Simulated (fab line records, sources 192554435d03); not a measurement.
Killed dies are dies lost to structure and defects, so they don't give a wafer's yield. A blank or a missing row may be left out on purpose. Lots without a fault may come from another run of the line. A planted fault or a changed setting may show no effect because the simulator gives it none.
fab line records | flow n5_finfet
record lots=4 wafers=12 last_day=17
route steps=1938 shown BEOL_M4@1099 BEOL_M5@1112 BEOL_M10@1530 PASSIVATION@1936
lots that met no fault: from a run of the same line without faults
start_h: hours from the record's first day to the start of the lot's first wafer shown | wait_h: hours since the lot's step before | " the same as in the row above | L1.1+2: a row that stands for several wafers | - no value, or no start given | * or withheld: withheld | < > ~ a bound
route shown NAME@n: a module of which the file shows steps, and the number in the route of the first | usual: mean/standard deviation of fault-free wafers | same: alike in all rows | chamber/n: place in a boat | sites: the reading at each site | _std_site: their standard deviation | _edge_site: outer sites' mean less inner sites' | radius_mm: how far each site lies from the wafer's centre | mask NAME#n: copy n | behind: the tool/chamber that last shaped the wafer | hold: why the lot was held/for how many hours/how that ended | device: the transistor (n, p or np) that didn't switch | end of line: the same wafers' tests at the end of the route | a step without rows: its recipe alone | killed: dies lost to structure and defects at the first sort, not the wafer's yield | map: a wafer's dies, x killed, . not, _ none there
set.NAME: the setting as run; set.NAME@STEP: as run at that earlier step | model.NAME: the simulator's own value behind a step, which no gauge read
lots at some steps of the route; a table a step, a row a wafer
## steps
# step N5_BEOL_M4_ANNEAL_95
# recipe temp_c=400 time_s=240 ambient=vacuum
# step N5_BEOL_M4_SPUTTER_96
# recipe material=Cu target_thk_a=45 temp_c=-20 chamber_pressure_pa=0.07 power_w=withheld time_s=8.29
# step N5_BEOL_M4_ECD_50
# recipe material=Cu target_thk_a=3000
# step N5_BEOL_M4_ANNEAL_51
# recipe temp_c=225 time_s=90 ambient=N2
# step N5_BEOL_M4_CMP_52
# recipe stop_on=SiOC t_overpolish_s=6.8 down_force_psi=1 platen_rpm=50 clearing_platen_down_force_psi=1.5 clearing_platen_rpm=50 post_cmp_clean=cu_alkaline target_thk_nm=40 clearing_platen_pad_velocity_m_s=0.99484 pad_velocity_m_s=0.99484
# step N5_BEOL_M4_PRE_CLEAN_60
# recipe gas=NH3/H2 time_s=15 temp_c=* rf_power_w=300
# step N5_BEOL_M4_CO_CAP_55
# recipe material=Co target_thk_a=20 temp_c=200 precursor=CCTBA/H2 pressure_torr=30 time_s=102.1
# step N5_BEOL_M4_PRE_CLEAN_56
# recipe gas=NH3 time_s=15 temp_c=withheld rf_power_w=300
# step N5_BEOL_M4_DEP_57
# recipe material=SiCN target_thk_a=80 temp_c=withheld precursor=3MS/NH3 pressure_torr=3 rf_w=202 time_s=14
# step N5_BEOL_M4_RC_MEAS_101
# usual DIBL_N=36.4/1.7 DIBL_P=36.4/2.1 IOFF_N=0.16/0.035 IOFF_P=0.21/0.035 ION_N=680/11 ION_P=465/6.8 SS_N=71.5/0.58 SS_P=73.2/0.72 VT_N=249/3.6 VT_P=-250/3.1
# columns lot.wafer tool chamber start_h wait_h DIBL_N[mV/V] DIBL_P[mV/V] IOFF_N[nA/um] IOFF_P[nA/um] ION_N[uA/um] ION_P[uA/um] SS_N[mV/dec] SS_P[mV/dec] VT_N[mV] VT_P[mV]
L887.1 prober-01 0 246.88 0.0 36.6 34.3 0.16 0.19 675 454 72.0 72.0 248 -251
L887.2 " 0 " " 36.8 35.1 0.15 0.19 670 458 72.0 73.1 249 -253
L887.6 " 0 " " 36.4 35.7 0.15 0.20 682 464 71.4 72.7 249 -248
L888.1 prober-02 0 252.01 0.0 36.0 35.4 0.16 0.23 673 471 71.6 73.0 247 -245
L888.4 " 0 " " 35.6 35.3 0.16 0.23 687 474 71.0 73.0 247 -247
L888.6 " 0 " " 37.2 36.3 0.18 0.25 691 471 71.8 73.1 245 -247
L889.1 prober-01 0 256.36 0.0 38.0 39.4 0.18 0.23 689 468 71.3 74.0 247 -252
L889.2 " 0 " " 36.8 37.1 0.15 0.18 663 451 71.1 73.1 253 -254
L889.4 " 0 " " 35.9 36.7 0.14 0.18 674 464 70.7 73.3 251 -253
L896.1 prober-02 0 293.24 0.0 40.7 41.2 0.28 0.30 710 472 72.3 74.5 239 -245
L896.4 " 0 " " 37.0 36.5 0.18 0.22 693 477 71.4 73.0 247 -248
L896.5 " 0 " " 40.4 40.9 0.25 0.29 697 473 71.9 74.7 240 -248
# step N5_BEOL_M5_ILD_DEP_00
# recipe material=SiCOH_lowk target_thk_a=1406.4 temp_c=300 precursor=DEMS/porogen pressure_torr=5 rf_w=500 time_s=25.9
# step N5_BEOL_M5_CURE_79
# recipe temp_c=385 time_s=240 ambient=He/Ar material=SiCOH_lowk
# step N5_BEOL_M5_PECVD_70
# recipe material=SiO2 target_thk_a=160 temp_c=400 precursor=TEOS/O2 pressure_torr=5.5 rf_w=450 teos_flow_sccm=53.8 gas=O2 flow_sccm=3000 time_s=18
# step N5_BEOL_M5_HM_DEP_02
# recipe material=TiN target_thk_a=200 temp_c=25 chamber_pressure_pa=0.49996
# step N5_BEOL_M5_COAT_59
# recipe resist=SOC temp_c=250 time_s=60 spin_rpm=1500 resist_thk_nm=60
# step N5_BEOL_M5_COAT_60
# recipe resist=SiARC temp_c=220 time_s=60 spin_rpm=1500 resist_thk_nm=12
# step N5_BEOL_M5_COAT_71
# recipe resist=underlayer temp_c=205 time_s=60 spin_rpm=1500 resist_thk_nm=5
# step N5_BEOL_M5_COAT_05
# recipe resist=CAR-EUV spin_rpm=1500 resist_thk_nm=30
# step N5_BEOL_M5_EBR_07
# recipe solvent=PGMEA ebr_width_mm=1.5
# step N5_BEOL_M5_SOFTBAKE_06
# recipe temp_c=110 time_s=60 resist=CAR-EUV
# step N5_BEOL_M5_EXPOSE_08
# recipe mask_id=M5 na=0.33 source_shape=annular sigma_inner=0.4 sigma_outer=0.8 polarization=unpolarized target_cd_nm=28 dose_mj=35.75
# step N5_BEOL_M5_PEB_09
# recipe peb_temp_c=100 peb_time_s=60 resist=CAR-EUV
# step N5_BEOL_M5_DEVELOP_10
# recipe develop_time_s=30 developer=TMAH resist=CAR-EUV rinse_liquid=surfactant_rinse dry=air_spin dev_temp_c=23
# step N5_BEOL_M5_DESCUM_16
# recipe chemistry=O2 time_s=7 source_power_w=50 bias_power_w=20 pressure_mtorr=20 rf_frequency_hz=2.712e+07 temp_c=40 resist=CAR-EUV o2_flow_sccm=225
# step N5_BEOL_M5_ETCH_72
# recipe chemistry=N2/H2 target=underlayer target_depth_a=65 mask_material=CAR-EUV time_s=5.2 ion_energy_ev=200 pressure_mtorr=30 source_w=840 bias_w=150 n2_flow_sccm=200 h2_flow_sccm=200 ends=cleared
# step N5_BEOL_M5_ETCH_61
# recipe chemistry=CF4 target=SiARC target_depth_a=156 mask_material=CAR-EUV time_s=26 ion_energy_ev=80 pressure_mtorr=40 source_w=545 bias_w=36 Ar_flow_sccm=100 cf4_flow_sccm=100 ends=cleared
# step N5_BEOL_M5_ETCH_62
# recipe chemistry=N2/H2 target=SOC target_depth_a=750 overetch_a=150 mask_material=SiARC temp_c=40 time_s=112.5 ion_energy_ev=200 pressure_mtorr=30 source_w=840 bias_w=150 n2_flow_sccm=200 h2_flow_sccm=200
# step N5_BEOL_M5_STRIP_63
# recipe chemistry=N2/H2 temp_c=40 n2_flow_sccm=200 h2_flow_sccm=200 rf_frequency_hz=6e+07
# step N5_BEOL_M5_STRIP_73
# recipe chemistry=N2/H2 temp_c=40 n2_flow_sccm=200 h2_flow_sccm=200 rf_frequency_hz=6e+07
# step N5_BEOL_M5_STRIP_64
# recipe chemistry=CF4 resist=SiARC power_w=300 bias_power_w=75 pressure_mtorr=50 cf4_flow_sccm=150 rf_frequency_hz=6e+07
# step N5_BEOL_M5_HM_OPEN_17
# recipe chemistry=Cl2/BCl3 target_depth_a=200 overetch_a=60 target=TiN mask_material=SOC ion_energy_ev=150 pressure_mtorr=10 icp_w=1000 bias_w=126 Cl2_flow_sccm=53.25 bcl3_flow_sccm=21.75 Ar_flow_sccm=25
# step N5_BEOL_M5_STRIP_19
# recipe chemistry=O2 power_w=400 temp_c=40 pressure_mtorr=30 rf_frequency_hz=6e+07 bias_power_w=0 overash_fraction=0.2 o2_flow_sccm=225
# step N5_BEOL_M5_COAT_65
# recipe resist=SOC temp_c=250 time_s=60 spin_rpm=1500 resist_thk_nm=60
# step N5_BEOL_M5_COAT_66
# recipe resist=SiARC temp_c=220 time_s=60 spin_rpm=1500 resist_thk_nm=12
# step N5_BEOL_M10_CMP_52
# recipe stop_on=SiCOH_lowk t_overpolish_s=7 down_force_psi=1 platen_rpm=50 clearing_platen_down_force_psi=1.5 clearing_platen_rpm=50 post_cmp_clean=cu_alkaline target_thk_nm=140 clearing_platen_pad_velocity_m_s=0.99484 pad_velocity_m_s=0.99484
# usual barrier_field_endpoint_s=28.8/0.79 clearing_platen_down_force_psi=1.500/0.0031 motor_current_A=6.0/0.67 overpolish_run_s=7.000/0.0095 pad_life_wafers=1062/600 platen_rpm=50.006/0.03 retaining_ring_pressure_frac=1.000/0.0049 time_to_endpoint_s=67/3.2
# columns lot.wafer tool chamber start_h wait_h barrier_field_endpoint_s clearing_platen_down_force_psi motor_current_A overpolish_run_s pad_life_wafers platen_rpm retaining_ring_pressure_frac time_to_endpoint_s model.Cu_of_BEOL_M10_ECD_50.thk_nm model.SiO2_of_BEOL_M10_PECVD_70.thk_nm
L888.1 cmp-02 2 306.53 0.3 28.9 1.499 6.9 7.009 1633 50.033 0.999 66 137.8 0
L888.4 " 3 " " 28.9 1.501 4.9 7.013 1634 50.017 1.002 64 136.8 0
L888.6 " 1 " " 29.5 1.502 6.9 7.001 - 49.999 1.004 70 137.4 0
L887.2 cmp-03 0 309.20 0.3 - - - - - - - - 317.8 19.6
L887.1 " 1 " " - - - - - - - - 314 19.6
L887.6 " 3 " " - - - - - - - - 317.2 19.6
L889.4 cmp-02 2 312.38 0.1 - - - - - - - - 319.8 19.8
L889.1 " 3 " " - - - - - - - - 323.2 19.4
L889.2 " 0 " " - - - - - - - - 322.2 19.6
L896.4 cmp-04 1 349.79 0.2 29.0 1.500 5.9 6.995 1093 50.041 0.999 67 139.6 0
L896.1 " 3 " " 28.9 1.509 5.8 7.012 1095 49.974 0.996 68 147 0
L896.5 " 0 " " 28.5 1.496 6.1 6.994 - 50.030 1.004 64 143.2 0
# step N5_BEOL_M10_THK_MEAS_53
# recipe thk_meas_gauge=xrf reads=Cu_of_BEOL_M10_ECD_50
# usual M10_THK=142.0/2.6
# columns lot.wafer tool chamber start_h wait_h M10_THK[nm]
L888.1 film_metro-01 - 306.78 - 137.1
L888.4 " - " " 136.1
L888.6 " - " " 136.9
L887.1 film_metro-01 - 309.42 0.1 313.7
L887.2 " - " " 317.3
L887.6 " - " " 317.3
L889.1 film_metro-01 - 312.68 0.2 328.2
L889.2 " - " " 326.6
L889.4 " - " " 323.3
L896.1 film_metro-01 - 350.04 - 148.0
L896.4 " - " " 140.8
L896.5 " - " " 144.2
# step N5_BEOL_M10_RS_MEAS_57
# recipe thk_meas_gauge=four-point-probe reads=Cu_of_BEOL_M10_ECD_50+Co_of_BEOL_M10_CVD_75+TaN_of_BEOL_M10_ALD_74
# usual M10_RS=0.1503/0.0027
# columns lot.wafer tool chamber start_h wait_h M10_RS[ohm/sq]
L888.1 film_metro-01 - 306.92 0.1 0.1534
L888.4 " - " " 0.1551
L888.6 " - " " 0.1537
L887.1 film_metro-01 - 309.56 0.1 0.0610
L887.2 " - " " 0.0603
L887.6 " - " " 0.0605
L889.1 film_metro-01 - 312.81 0.1 0.0592
L889.2 " - " " 0.0594
L889.4 " - " " 0.0600
L896.1 film_metro-01 - 350.18 0.1 0.1430
L896.4 " - " " 0.1513
L896.5 " - " " 0.1471
# step N5_BEOL_M10_INSPECT_58
# recipe inspect_instrument=darkfield mode=post_dep
# usual raw_defect_count=76/26
# columns lot.wafer tool chamber start_h wait_h raw_defect_count
L888.1 defect_inspect-02 - 306.94 0.0 65
L888.4 " - " " 56
L888.6 " - " " 53
L887.1 defect_inspect-01 - 309.58 0.0 2388
L887.2 " - " " 2407
L887.6 " - " " 2527
L889.1 defect_inspect-01 - 312.84 0.0 2343
L889.2 " - " " 2388
L889.4 " - " " 2394
L896.1 defect_inspect-02 - 350.20 0.0 93
L896.4 " - " " 76
L896.5 " - " " 84
# step N5_PASSIVATION_PROBE_49
# usual defect_limited_yield=91.3/1.4 killed_at_M0_to_M3=36/11 killed_at_M4_up=13/5.2 killed_at_contacts=13/6.5 killed_at_front_end=37/11 killed_at_other=3.6/2.9 killed_dies=103/17 killed_on_rim=13/3.6 killed_open=68/12 killed_short=33/7.3 sort_bin_4_leakage=0.01/0.039 sort_bin_5_function=5.2/0.91 sort_bin_6_memory=3.2/0.67 sort_n_pass=1077/17 sort_yield_pct=91.3/1.4
# same gross_dies=1180 killed_at_back_side=0 sort_bin_8_speed[%]=0
# columns lot.wafer tool chamber start_h wait_h defect_limited_yield[%] killed_at_M0_to_M3 killed_at_M4_up killed_at_contacts killed_at_front_end killed_at_other killed_dies killed_on_rim killed_open killed_short sort_bin_4_leakage[%] sort_bin_5_function[%] sort_bin_6_memory[%] sort_n_pass sort_yield_pct[%]
L887.1 prober-02 - 353.53 0.0 0 38 1093 17 30 2 1180 152 61 33 0 5.0 3.0 0 0
L887.2 prober-02 - 353.58 0.1 0 28 1105 8 38 1 1180 152 56 37 0 4.2 3.6 0 0
L887.6 prober-02 - 353.78 0.3 0 44 1064 22 45 5 1180 152 86 37 0 6.4 3.9 0 0
L889.1 prober-01 - 367.10 0.0 0 26 1108 6 35 5 1180 152 57 41 0 5.1 3.1 0 0
L889.2 prober-01 - 367.15 0.1 0 11 1125 13 31 0 1180 152 38 29 0 3.9 1.6 0 0
L889.4 prober-01 - 367.25 0.2 0 36 1087 22 31 4 1180 152 74 37 0 6.6 2.6 0 0
L888.1 prober-01 - 367.95 0.0 88.1 44 19 7 56 14 140 20 85 49 0 6.9 4.6 1040 88.1
L888.4 prober-01 - 368.10 0.2 89.8 32 19 9 55 5 120 17 62 43 0 5.8 3.3 1060 89.8
L888.6 prober-01 - 368.20 0.3 91.4 32 12 2 51 4 101 14 64 33 0 4.9 3.2 1079 91.4
# killed by level:class
L887.1 BEOL_M10:area_cmp=1085 MOL_CONTACT_COAG:geometric_particle:open=16 FIN_SAQP:geometric_particle:short=11 BEOL_M3:geometric_particle:open=9 BEOL_M0_SAQP:geometric_particle:short=7 BEOL_M0_SAQP:geometric_particle:open=7 STI_FIN_REVEAL:geometric_particle:open=6 BEOL_M4:geometric_particle:open=5
L887.2 BEOL_M10:area_cmp=1086 STI_FIN_REVEAL:geometric_particle:open=11 BEOL_M0_SAQP:geometric_particle:open=7 BEOL_M4:geometric_particle:short=7 BEOL_M2:geometric_particle:short=6 FIN_SAQP:geometric_particle:open=5 MOL_CONTACT_COAG:geometric_particle:open=5 BEOL_M4:geometric_particle:open=5
L887.6 BEOL_M10:area_cmp=1055 MOL_CONTACT_COAG:geometric_particle:open=15 BEOL_M2:geometric_particle:open=12 STI_FIN_REVEAL:geometric_particle:open=11 BEOL_M3:geometric_particle:open=10 BEOL_M0_SAQP:geometric_particle:open=8 FIN_SAQP:geometric_particle:short=7 MOL_CONTACT_COAG:geometric_particle:short=7
L889.1 BEOL_M10:area_cmp=1080 BEOL_M4:geometric_particle:open=19 FIN_SAQP:geometric_particle:short=8 BEOL_M0_SAQP:geometric_particle:short=8 ILD0:geometric_particle:short=7 FIN_SAQP:geometric_particle:open=6 MOL_CONTACT_COAG:geometric_particle:open=6 BEOL_M0_SAQP:geometric_particle:open=6
L889.2 BEOL_M10:area_cmp=1111 MOL_CONTACT_COAG:geometric_particle:open=11 ILD0:geometric_particle:short=8 BEOL_M4:geometric_particle:open=8 FIN_SAQP:geometric_particle:short=7 FIN_SAQP:geometric_particle:open=4 STI_FIN_REVEAL:geometric_particle:open=4 BEOL_M0_SAQP:geometric_particle:short=3
L889.4 BEOL_M10:area_cmp=1068 MOL_CONTACT_COAG:geometric_particle:open=16 BEOL_M4:geometric_particle:open=11 BEOL_M0_SAQP:geometric_particle:open=8 BEOL_M2:geometric_particle:open=8 BEOL_M0_SAQP:geometric_particle:short=7 BEOL_M1:geometric_particle:open=7 ILD0:geometric_particle:open=6
L888.1 FIN_SAQP:geometric_particle:short=13 BEOL_M0_SAQP:geometric_particle:open=12 FIN_SAQP:geometric_particle:open=8 BEOL_M0_SAQP:geometric_particle:short=7 MOL_CONTACT_COAG:geometric_particle:open=7 BEOL_M2:geometric_particle:open=7 BEOL_M4:geometric_particle:short=6 PASS1_CAP:geometric_particle:open=6
L888.4 BEOL_M1:geometric_particle:open=12 FIN_SAQP:geometric_particle:short=10 HKMG_FIN:area_etch=8 FIN_SAQP:geometric_particle:open=7 STI_FIN_REVEAL:geometric_particle:open=7 MOL_CONTACT_COAG:geometric_particle:open=7 GATE_CUT:geometric_particle:short=7 BEOL_M4:geometric_particle:short=7
L888.6 FIN_SAQP:geometric_particle:open=9 DUMMY_GATE:geometric_particle:open=8 FIN_SAQP:geometric_particle:short=7 STI_FIN_REVEAL:geometric_particle:open=7 BEOL_M1:geometric_particle:open=7 BEOL_M0_SAQP:geometric_particle:short=5 BEOL_M0_SAQP:geometric_particle:open=5 BEOL_M0:geometric_particle:open=3
# map L887.1 (x killed, . not)
_________________xxxxxxxxxxxx________________
______________xxxxxxxxxxxxxxxxxx_____________
___________xxxxxxxxxxxxxxxxxxxxxxxx__________
__________xxxxxxxxxxxxxxxxxxxxxxxxxx_________
________xxxxxxxxxxxxxxxxxxxxxxxxxxxxxx_______
_______xxxxxxxxxxxxxxxxxxxxxxxxxxxxxxxx______
______xxxxxxxxxxxxxxxxxxxxxxxxxxxxxxxxxx_____
_____xxxxxxxxxxxxxxxxxxxxxxxxxxxxxxxxxxxx____
____xxxxxxxxxxxxxxxxxxxxxxxxxxxxxxxxxxxxxx___
___xxxxxxxxxxxxxxxxxxxxxxxxxxxxxxxxxxxxxxxx__
___xxxxxxxxxxxxxxxxxxxxxxxxxxxxxxxxxxxxxxxx__
__xxxxxxxxxxxxxxxxxxxxxxxxxxxxxxxxxxxxxxxxxx_
__xxxxxxxxxxxxxxxxxxxxxxxxxxxxxxxxxxxxxxxxxx_
_xxxxxxxxxxxxxxxxxxxxxxxxxxxxxxxxxxxxxxxxxxxx
_xxxxxxxxxxxxxxxxxxxxxxxxxxxxxxxxxxxxxxxxxxxx
_xxxxxxxxxxxxxxxxxxxxxxxxxxxxxxxxxxxxxxxxxxxx
_xxxxxxxxxxxxxxxxxxxxxxxxxxxxxxxxxxxxxxxxxxxx
_xxxxxxxxxxxxxxxxxxxxxxxxxxxxxxxxxxxxxxxxxxxx
_xxxxxxxxxxxxxxxxxxxxxxxxxxxxxxxxxxxxxxxxxxxx
_xxxxxxxxxxxxxxxxxxxxxxxxxxxxxxxxxxxxxxxxxxxx
_xxxxxxxxxxxxxxxxxxxxxxxxxxxxxxxxxxxxxxxxxxxx
__xxxxxxxxxxxxxxxxxxxxxxxxxxxxxxxxxxxxxxxxxx_
__xxxxxxxxxxxxxxxxxxxxxxxxxxxxxxxxxxxxxxxxxx_
___xxxxxxxxxxxxxxxxxxxxxxxxxxxxxxxxxxxxxxxx__
___xxxxxxxxxxxxxxxxxxxxxxxxxxxxxxxxxxxxxxxx__
____xxxxxxxxxxxxxxxxxxxxxxxxxxxxxxxxxxxxxx___
_____xxxxxxxxxxxxxxxxxxxxxxxxxxxxxxxxxxxx____
______xxxxxxxxxxxxxxxxxxxxxxxxxxxxxxxxxx_____
_______xxxxxxxxxxxxxxxxxxxxxxxxxxxxxxxx______
________xxxxxxxxxxxxxxxxxxxxxxxxxxxxxx_______
__________xxxxxxxxxxxxxxxxxxxxxxxxxx_________
___________xxxxxxxxxxxxxxxxxxxxxxxx__________
______________xxxxxxxxxxxxxxxxxx_____________
_________________xxxxxxxxxxxx________________
# map L889.1 (x killed, . not)
_________________xxxxxxxxxxxx________________
______________xxxxxxxxxxxxxxxxxx_____________
___________xxxxxxxxxxxxxxxxxxxxxxxx__________
__________xxxxxxxxxxxxxxxxxxxxxxxxxx_________
________xxxxxxxxxxxxxxxxxxxxxxxxxxxxxx_______
_______xxxxxxxxxxxxxxxxxxxxxxxxxxxxxxxx______
______xxxxxxxxxxxxxxxxxxxxxxxxxxxxxxxxxx_____
_____xxxxxxxxxxxxxxxxxxxxxxxxxxxxxxxxxxxx____
____xxxxxxxxxxxxxxxxxxxxxxxxxxxxxxxxxxxxxx___
___xxxxxxxxxxxxxxxxxxxxxxxxxxxxxxxxxxxxxxxx__
___xxxxxxxxxxxxxxxxxxxxxxxxxxxxxxxxxxxxxxxx__
__xxxxxxxxxxxxxxxxxxxxxxxxxxxxxxxxxxxxxxxxxx_
__xxxxxxxxxxxxxxxxxxxxxxxxxxxxxxxxxxxxxxxxxx_
_xxxxxxxxxxxxxxxxxxxxxxxxxxxxxxxxxxxxxxxxxxxx
_xxxxxxxxxxxxxxxxxxxxxxxxxxxxxxxxxxxxxxxxxxxx
_xxxxxxxxxxxxxxxxxxxxxxxxxxxxxxxxxxxxxxxxxxxx
_xxxxxxxxxxxxxxxxxxxxxxxxxxxxxxxxxxxxxxxxxxxx
_xxxxxxxxxxxxxxxxxxxxxxxxxxxxxxxxxxxxxxxxxxxx
_xxxxxxxxxxxxxxxxxxxxxxxxxxxxxxxxxxxxxxxxxxxx
_xxxxxxxxxxxxxxxxxxxxxxxxxxxxxxxxxxxxxxxxxxxx
_xxxxxxxxxxxxxxxxxxxxxxxxxxxxxxxxxxxxxxxxxxxx
__xxxxxxxxxxxxxxxxxxxxxxxxxxxxxxxxxxxxxxxxxx_
__xxxxxxxxxxxxxxxxxxxxxxxxxxxxxxxxxxxxxxxxxx_
___xxxxxxxxxxxxxxxxxxxxxxxxxxxxxxxxxxxxxxxx__
___xxxxxxxxxxxxxxxxxxxxxxxxxxxxxxxxxxxxxxxx__
____xxxxxxxxxxxxxxxxxxxxxxxxxxxxxxxxxxxxxx___
_____xxxxxxxxxxxxxxxxxxxxxxxxxxxxxxxxxxxx____
______xxxxxxxxxxxxxxxxxxxxxxxxxxxxxxxxxx_____
_______xxxxxxxxxxxxxxxxxxxxxxxxxxxxxxxx______
________xxxxxxxxxxxxxxxxxxxxxxxxxxxxxx_______
__________xxxxxxxxxxxxxxxxxxxxxxxxxx_________
___________xxxxxxxxxxxxxxxxxxxxxxxx__________
______________xxxxxxxxxxxxxxxxxx_____________
_________________xxxxxxxxxxxx________________
## key
first_sign step=N5_BEOL_M10_CMP_52 reading=tool_record direction=missing
effect step=N5_BEOL_M10_THK_MEAS_53 reading=M10_THK direction=up sigmas=70 usual=142.0 struck=321.1
effect step=N5_BEOL_M10_RS_MEAS_57 reading=M10_RS direction=down sigmas=33 usual=0.1503 struck=0.0601
effect step=N5_BEOL_M10_INSPECT_58 reading=raw_defect_count direction=up sigmas=90 usual=76 struck=2408
effect step=N5_PASSIVATION_PROBE_49 reading=killed_at_M4_up direction=up sigmas=99+ usual=13 struck=1097
model_effect step=N5_BEOL_M10_CMP_52 value=Cu_of_BEOL_M10_ECD_50.thk_nm without=141.5 struck=319
more_kills_born_at N5_BEOL_M10_CMP_52@cmp-02=3259 N5_BEOL_M10_CMP_52@cmp-03=3226
met_at N5_BEOL_M10_CMP_52
struck_wafers L887.1,L887.2,L887.6,L889.1,L889.2,L889.4
later_rows_left_out L887.1,L887.2,L887.6,L889.1,L889.2,L889.4
onset_between 306.53 309.20
fault kind=skipped_step_whole tool=cmp-02,cmp-03 chamber=- onset_h=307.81 steps=N5_BEOL_M10_CMP_52 scope=struck_lots_only
# later_rows_left_out: the simulator's readings of these wafers behind a module that went badly wrong aren't trusted and aren't shown, but for the sort
